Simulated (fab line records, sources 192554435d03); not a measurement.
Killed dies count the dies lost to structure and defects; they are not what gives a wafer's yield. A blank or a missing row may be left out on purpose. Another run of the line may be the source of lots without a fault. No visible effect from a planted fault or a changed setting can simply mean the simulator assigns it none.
fab line records    flow n5Finfet
[record] lots = 12  wafers = 34  lastDay = 17
route steps=1938 shown BEOL_M14@1766 BEOL_M15@1783 PASSIVATION@1936
lots that met no fault: from a run of the same line without faults
startH: start of the lot's first displayed wafer, in hours after the record's first day    waitH: hours elapsed since this lot's preceding step    " unchanged from the row above    L1.1+2: several wafers, shown together as one row    - no value, or no start given    * or withheld: withheld    < > ~ a bound
route shown NAME@n: a module of which the file shows steps, and the number in the route of the first    usual: mean/standard deviation of fault-free wafers    same: alike in all rows    chamber/n: place in a boat    sites: readings site by site    _std_site: the values' standard deviation    _edge_site: mean of outer sites minus mean of inner sites    radiusMm: how far each site lies from the wafer's centre    mask NAME#n: copy n    behind: the tool/chamber that last shaped the wafer    hold: what put the lot on hold/how long, in hours/how the hold closed    device: which transistor (n, p or np) failed to switch    end of line: the route-end tests of the same wafers    step lacking rows: just its recipe    killed: dies that structure and defects cost at the first sort, which is not the same as the wafer's yield    map: per-die view of a wafer (x killed, . not killed, _ where there is no die)
set.NAME: the run value of the setting; set.NAME@STEP: its run value at that earlier step    model.NAME: the simulator's own value behind a step, which no gauge read
the route's steps for a sample of lots (tables are steps, rows are wafers)
services: when a tool's chamber went out of use (startH, in hours from the record's first day, below 0 if earlier), for how many hours, and the reason
[[steps]]
[step N5_BEOL_M14_ANNEAL_48]
[recipe] tempC = 225  timeS = 90  ambient = N2
[usual] wafer_temp_C_max = 225.93/0.25
lot.wafer  tool          chamber  startH  waitH  wafer_temp_C_max
L407.2     rtpAnneal-02  0        253.19  0.2    226.02
L407.3     "             0        "       "      225.97
L407.5     "             0        "       "      226.28
L408.3     rtpAnneal-01  0        255.93  0.2    225.67
L408.5     "             0        "       "      225.47
L408.6     "             0        "       "      225.73
L411.1     rtpAnneal-01  0        270.44  0.5    225.73
L411.5     "             0        "       "      226.12
L417.4     rtpAnneal-01  0        299.31  0.3    225.77
L417.5     "             0        "       "      225.70
L417.6     "             0        "       "      226.01
L418.1     rtpAnneal-02  0        306.59  0.9    225.82
L418.4     "             0        "       "      225.88
L418.5     "             0        "       "      225.94
L420.2     rtpAnneal-02  0        321.56  0.2    226.28
L420.4     "             0        "       "      225.63
L420.5     "             0        "       "      225.99
L422.2     rtpAnneal-02  0        347.61  0.2    225.92
L422.4     "             0        "       "      225.94
L422.5     "             0        "       "      226.12
L423.1     rtpAnneal-02  0        347.83  0.2    226.35
L423.4     "             0        "       "      226.07
L423.5     "             0        "       "      226.17
L424.2     rtpAnneal-02  0        358.65  0.2    226.25
L424.3     "             0        "       "      226.24
L424.5     "             0        "       "      226.07
L427.2     rtpAnneal-01  0        362.46  0.5    225.73
L427.4     "             0        "       "      225.52
L427.5     "             0        "       "      225.68
L428.2     rtpAnneal-02  0        379.00  1.1    226.01
L428.3     "             0        "       "      225.98
L428.4     "             0        "       "      226.06
L429.2     rtpAnneal-01  0        389.05  0.2    226.04
L429.3     "             0        "       "      225.62
[step N5_BEOL_M14_INSPECT_55]
[recipe] inspectInstrument = darkfield  mode = postDep
[usual] rawDefectCount = 70/29
lot.wafer  tool              chamber  startH  waitH  rawDefectCount
L407.2     defectInspect-01  -        253.89  0.0    89
L407.3     "                 -        "       "      100
L407.5     "                 -        "       "      56
L408.3     defectInspect-02  -        256.59  0.0    229
L408.5     "                 -        "       "      68
L408.6     "                 -        "       "      101
L411.1     defectInspect-02  -        271.18  0.0    85
L411.5     "                 -        "       "      59
L417.4     defectInspect-01  -        299.93  0.0    58
L417.5     "                 -        "       "      52
L417.6     "                 -        "       "      70
L418.1     defectInspect-01  -        307.35  0.0    93
L418.4     "                 -        "       "      76
L418.5     "                 -        "       "      101
L420.2     defectInspect-02  -        322.29  0.0    127
L420.4     "                 -        "       "      87
L420.5     "                 -        "       "      93
L422.2     defectInspect-01  -        348.41  0.0    101
L422.4     "                 -        "       "      76
L422.5     "                 -        "       "      90
L423.1     defectInspect-01  -        348.61  0.0    57
L423.4     "                 -        "       "      47
L423.5     "                 -        "       "      87
L424.2     defectInspect-02  -        359.38  0.0    73
L424.3     "                 -        "       "      74
L424.5     "                 -        "       "      49
L427.2     defectInspect-02  -        363.39  0.0    44
L427.4     "                 -        "       "      21
L427.5     "                 -        "       "      40
L428.2     defectInspect-01  -        379.72  0.0    26
L428.3     "                 -        "       "      36
L428.4     "                 -        "       "      46
L429.2     defectInspect-01  -        389.79  0.0    61
L429.3     "                 -        "       "      52
[step N5_BEOL_M15_CD_MEAS_10]
[recipe] targetCdNm = 360  landingEnergyEv = 500  detector = seInlens  polarity = opening
[usual] cdNm = 361.1/2
lot.wafer  tool      chamber  startH  waitH  cdNm
L407.2     cdSem-03  0        254.48  -      360.5
L407.3     "         0        "       "      362.9
L407.5     "         0        "       "      359.0
L408.3     cdSem-03  0        257.31  -      359.9
L408.5     "         0        "       "      360.1
L408.6     "         0        "       "      361.9
L411.1     cdSem-03  0        271.77  -      361.6
L411.5     "         0        "       "      363.9
L417.4     cdSem-01  0        300.64  -      361.0
L417.5     "         0        "       "      362.4
L417.6     "         0        "       "      358.9
L418.1     cdSem-03  0        308.05  -      361.6
L418.4     "         0        "       "      361.3
L418.5     "         0        "       "      359.2
L420.2     cdSem-01  0        323.00  -      359.2
L420.4     "         0        "       "      360.1
L420.5     "         0        "       "      359.3
L422.2     cdSem-03  0        349.00  -      359.3
L422.4     "         0        "       "      361.8
L422.5     "         0        "       "      360.9
L423.1     cdSem-02  0        349.31  -      363.3
L423.4     "         0        "       "      360.8
L423.5     "         0        "       "      360.8
L424.2     cdSem-02  0        360.09  -      360.5
L424.3     "         0        "       "      360.9
L424.5     "         0        "       "      359.1
L427.2     cdSem-02  0        363.98  -      364.4
L427.4     "         0        "       "      360.6
L427.5     "         0        "       "      363.3
L428.2     cdSem-01  0        380.31  -      359.1
L428.3     "         0        "       "      361.4
L428.4     "         0        "       "      360.1
L429.2     cdSem-03  0        390.51  -      365.2
L429.3     "         0        "       "      363.4
[step N5_BEOL_M15_STRIP_63]
[recipe] chemistry = O2  powerW = 600  tempC = 60  pressureMtorr = 30  rfFrequencyHz = 6e+07  biasPowerW = 0  overashFraction = 0.3  o2FlowSccm = 225
[usual] chamberPressureMTorr = 29.99/0.058  drypumpMotorCurrentA = 5.9/0.43  oesProductAu = 0.80/0.1  rfVppV = 3.7/0.74  showerheadPlenumPTorr = 2.12/0.087  throttleValvePct = 16.6/0.36
lot.wafer  tool        chamber  startH  waitH  chamberPressureMTorr  drypumpMotorCurrentA  oesProductAu  rfHoursCounterH  rfVppV  showerheadPlenumPTorr  throttleValvePct
L407.2     rieDiel-06  0        254     -      29.98                 6.8                   0.70          214              3.6     2.17                   16.9
L407.3     "           2        "       "      29.96                 6.1                   0.70          209              3.9     2.01                   17.3
L407.5     "           1        "       "      29.99                 6.5                   0.87          -                4.7     2.06                   16.5
L408.3     rieDiel-06  0        257     -      30.04                 6.8                   0.69          216              3.8     2.17                   16.9
L408.5     "           3        "       "      29.48                 5.7                   0.85          -                3.2     2.06                   16.6
L408.6     "           2        "       "      30.05                 6.1                   0.69          -                4.5     2.01                   17.3
L411.1     rieDiel-06  1        272     -      29.95                 6.5                   0.87          63               3.9     2.06                   16.5
L411.5     "           3        "       "      30.03                 5.8                   0.86          -                2.6     2.06                   16.7
L417.4     rieDiel-06  2        301     -      39.01                 6.1                   0.70          223              3.7     2.01                   17.3
L417.5     "           0        "       "      39.00                 6.7                   0.68          -                4.0     2.17                   16.9
L417.6     "           1        "       "      39.03                 6.5                   0.84          -                3.5     2.06                   16.5
L418.1     rieDiel-06  0        308     -      38.96                 6.8                   0.67          231              4.1     2.17                   16.9
L418.4     "           0        "       "      39.02                 6.8                   0.68          -                3.7     2.17                   16.9
L418.5     "           3        "       "      39.05                 5.8                   0.85          -                2.9     2.05                   16.6
L420.2     rieDiel-02  1        323     -      29.93                 5.7                   0.81          73               3.5     2.22                   16.4
L420.4     "           2        "       "      30.04                 5.1                   0.77          123              2.8     2.10                   16.7
L420.5     "           2        "       "      30.04                 5.1                   0.77          -                4.0     2.10                   16.8
L422.2     rieDiel-02  1        349     -      29.96                 5.7                   0.80          81               4.2     2.22                   16.4
L422.4     "           3        "       "      29.97                 6.2                   0.96          10               3.3     2.25                   16.5
L422.5     "           3        "       "      30.08                 6.2                   0.95          -                4.3     2.25                   16.5
L423.1     rieDiel-01  0        350     -      29.97                 5.6                   0.79          88               3.8     2.10                   16.1
L423.4     "           3        "       "      29.97                 6.0                   0.90          21               2.9     2.24                   16.3
L423.5     "           3        "       "      30.01                 6.0                   0.89          -                2.6     2.24                   16.3
L424.2     rieDiel-02  1        360     -      29.99                 5.8                   0.80          84               4.1     2.22                   16.4
L424.3     "           2        "       "      30.02                 5.1                   0.75          134              3.1     2.10                   16.8
L424.5     "           0        "       "      30.03                 5.8                   0.67          -                3.1     2.17                   16.9
L427.2     rieDiel-01  2        364     -      29.94                 5.4                   0.96          13               3.2     2.20                   16.1
L427.4     "           0        "       "      29.94                 5.6                   0.79          92               3.2     2.10                   16.1
L427.5     "           3        "       "      30.06                 6.0                   0.89          -                4.2     2.24                   16.3
L428.2     rieDiel-01  3        380     -      30.04                 6.0                   0.87          32               3.1     2.23                   16.3
L428.3     "           2        "       "      29.98                 5.4                   0.94          19               3.8     2.20                   16.1
L428.4     "           3        "       "      30.03                 6.0                   0.88          -                2.9     2.23                   16.3
L429.2     rieDiel-01  1        390     -      30.01                 5.5                   1.04          0                3.5     2.18                   16.7
L429.3     "           3        "       "      30.03                 6.0                   0.86          35               4.0     2.23                   16.4
[step N5_PASSIVATION_PROBE_49]
[usual] defectLimitedYield = 91.7/1.4  killed_at_M0_to_M3 = 32/9.7  killed_at_M4_up = 14/5.5  killedAtContacts = 13/6.1  killedAtFrontEnd = 35/10  killedAtOther = 4.2/2.9  killedDies = 98/17  killedOpen = 63/12  killedShort = 32/7.7  sort_bin_4_leakage = 0.0/0.33  sort_bin_5_function = 4.8/0.9  sort_bin_6_memory = 3.1/0.63  sort_bin_8_speed = 1/3.3  sortNPass = 1073/41
[same] grossDies = 1180  killedAtBackSide = 0
lot.wafer  tool       chamber  startH  waitH  defectLimitedYield[%]  killed_at_M0_to_M3  killed_at_M4_up  killedAtContacts  killedAtFrontEnd  killedAtOther  killedDies  killedOpen  killedShort  sort_bin_4_leakage[%]  sort_bin_5_function[%]  sort_bin_6_memory[%]  sort_bin_8_speed[%]  sortNPass
L411.1     prober-02  -        291.48  0.0    89.3                   53                  17               15                37                4              126         82          44           0                      6.5                     4.0                   0                    1054
L423.1     prober-02  -        371.98  0.1    92.3                   29                  8                17                35                2              91          53          28           0                      4.0                     2.8                   0                    1089
L423.4     prober-02  -        372.13  0.2    92.5                   28                  12               13                35                1              89          60          27           0                      4.3                     2.9                   27                   774
L423.5     prober-02  -        372.18  0.3    92.6                   23                  16               9                 37                2              87          57          23           0                      3.9                     2.7                   0                    1093
// killed by level:class
L411.1 BEOL_M0_SAQP:geometricParticle:short=12 BEOL_M3:geometricParticle:open=11 MOL_CONTACT_COAG:geometricParticle:open=10 BEOL_M2:geometricParticle:open=10 FIN_SAQP:geometricParticle:short=8 BEOL_M4:geometricParticle:open=8 BEOL_M1:geometricParticle:open=8 FIN_SAQP:geometricParticle:open=7
L423.1 BEOL_M2:geometricParticle:open=13 MOL_CONTACT_COAG:geometricParticle:open=10 HKMG_FIN:areaEtch=7 MOL_CONTACT_COAG:geometricParticle:short=6 STI_FIN_REVEAL:geometricParticle:open=5 BEOL_M3:geometricParticle:open=5 FIN_SAQP:geometricParticle:open=4 GATE_CUT:geometricParticle:short=4
L423.4 MOL_CONTACT_COAG:geometricParticle:open=12 BEOL_M3:geometricParticle:open=8 BEOL_M0_SAQP:geometricParticle:open=6 BEOL_M0_SAQP:geometricParticle:short=6 FIN_SAQP:geometricParticle:short=5 GATE_CUT:geometricParticle:short=5 GATE_CUT:geometricParticle:open=5 BEOL_M2:geometricParticle:open=5
L423.5 MOL_CONTACT_COAG:geometricParticle:open=9 FIN_SAQP:geometricParticle:open=8 FIN_SAQP:geometricParticle:short=7 BEOL_M0_SAQP:geometricParticle:open=6 HKMG_FIN:areaEtch=5 STI_FIN_REVEAL:geometricParticle:open=4 BEOL_M0_SAQP:geometricParticle:short=4 BEOL_M3:geometricParticle:open=4
[[services]]
tool        chamber  startH  hours  kind
rieDiel-01  3        268.96  -      clean
rieDiel-01  3        268.96  -      consumableReplace:focusRing
rieDiel-01  3        268.96  -      consumableReplace:showerhead
rieDiel-01  3        268.96  16.1   scheduledDown
rieDiel-01  3        268.96  16.1   ventCycle
rieDiel-02  3        289.51  -      clean
rieDiel-02  3        289.51  -      consumableReplace:focusRing
rieDiel-01  2        294.63  -      clean
rieDiel-01  2        294.63  -      consumableReplace:focusRing
rieDiel-01  2        294.63  -      consumableReplace:showerhead
rieDiel-01  2        294.63  22.6   scheduledDown
rieDiel-01  2        294.63  22.6   ventCycle
rieDiel-06  2        307.54  9.9    repair
rieDiel-06  3        329.67  5.2    repair
rieDiel-06  2        339.05  4.8    repair
rieDiel-01  1        366.47  -      clean
rieDiel-01  1        366.47  -      consumableReplace:focusRing
rieDiel-01  1        366.47  22.4   scheduledDown
rieDiel-01  1        366.47  22.4   ventCycle
rieDiel-06  0        376.32  -      clean
rieDiel-06  0        376.32  -      consumableReplace:focusRing
rieDiel-06  0        376.32  16.9   scheduledDown
rieDiel-06  0        376.32  16.9   ventCycle
rieDiel-02  3        386.72  2.1    repair
[[key]]
[firstSign] step = N5_BEOL_M15_STRIP_63  reading = chamberPressureMTorr  direction = up  sigmas = 99+  usual = *  struck = *
effect none on later readings
metAt N5_BEOL_M15_STRIP_63
struckLots L417,L418
notActingAt N5_BEOL_M14_ANNEAL_48,N5_BEOL_M14_INSPECT_55,N5_BEOL_M15_CD_MEAS_10
onsetBetween 272 301
[fault] kind = processParameterDrift  tool = rieDiel-06  chamber = -  onsetH = 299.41  steps = N5_BEOL_M15_STRIP_63  channel = pressureMtorr  offset = *  shape = step  endH = 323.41  actsIn = *  stated = *
